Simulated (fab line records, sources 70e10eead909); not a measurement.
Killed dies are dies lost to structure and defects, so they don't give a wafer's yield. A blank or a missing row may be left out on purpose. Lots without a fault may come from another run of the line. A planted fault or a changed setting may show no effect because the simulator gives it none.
Which tool did it? | flow nand_harc | 6 lots, 18 wafers sampled, at 5 steps of a route of 1302

WHAT THE GAUGES READ, wafer by wafer
NHARC_END_SORT_01.
lot  | measured     | on        | killed_at_array
L165 | day 29 18:41 | prober-01 | 28 33 35

WHICH TOOL RAN EACH LOT (tool, then ch and the chambers of the sampled wafers, then the start)
lot  | NHARC_P_GATE_STRIP_101            | NHARC_P_GATE_STRIP_75                | NHARC_P_GATE_EXPOSE_56            | NHARC_P_GATE_STRIP_112
L155 | rie_diel-11 ch 0,1,3, day 6 07:38 | plasma_asher-02 ch 1, day 6 09:35    | krf_scanner-01 ch 0, day 6 10:20  | plasma_asher-02 ch 0,1, day 6 11:04
L158 | rie_diel-12 ch 0,2,3, day 7 22:01 | plasma_asher-02 ch 0,1, day 7 23:41  | krf_scanner-04 ch 0, day 8 00:19  | plasma_asher-02 ch 0,1, day 8 01:04
L163 | rie_diel-04 ch 1,2, day 9 20:29   | plasma_asher-02 ch 0,1, day 9 22:07  | krf_scanner-01 ch 0, day 9 22:53  | plasma_asher-01 ch 0,1, day 9 23:34
L165 | rie_diel-04 ch 2,3, day 10 08:31  | plasma_asher-02 ch 0,1, day 10 10:17 | krf_scanner-02 ch 0, day 10 11:03 | plasma_asher-01 ch 1, day 10 11:47
L168 | rie_diel-04 ch 1,2, day 12 00:26  | plasma_asher-01 ch 0,1, day 12 02:12 | krf_scanner-04 ch 0, day 12 02:58 | plasma_asher-02 ch 0,1, day 12 03:41
L176 | rie_diel-11 ch 0,1, day 15 03:40  | plasma_asher-01 ch 0,1, day 15 05:17 | krf_scanner-02 ch 0, day 15 06:03 | plasma_asher-02 ch 0,1, day 15 06:44
- NHARC_P_GATE_STRIP_101: strips in O2, time 20 s.
- NHARC_P_GATE_STRIP_75: strips in O2.
- NHARC_P_GATE_EXPOSE_56: exposes mask P PSD, target cd 720 nm.
- NHARC_P_GATE_STRIP_112: strips in N2/H2, time 200 s.

THE ANSWER, worked out from the rows above alone
Rule: what is usual is taken from the lots themselves. Put in order of their means at a reading, lots are off if they are a third of the lots or fewer, leave a main group of 4 or more, and stand apart from it by a gap of 3 or more times the standard deviation of the main group's means; of several such gaps the widest counts. A main group whose means are all the same, to the digits that the tables above print for the reading, isn't used. A lot without any number at a reading at which 4 lots or more have one is off too. The other lots that the step has rows for count as sound.
No lot is off at any reading shown: from this, nothing can be told.

WHAT THE SIMULATOR HAD PUT IN
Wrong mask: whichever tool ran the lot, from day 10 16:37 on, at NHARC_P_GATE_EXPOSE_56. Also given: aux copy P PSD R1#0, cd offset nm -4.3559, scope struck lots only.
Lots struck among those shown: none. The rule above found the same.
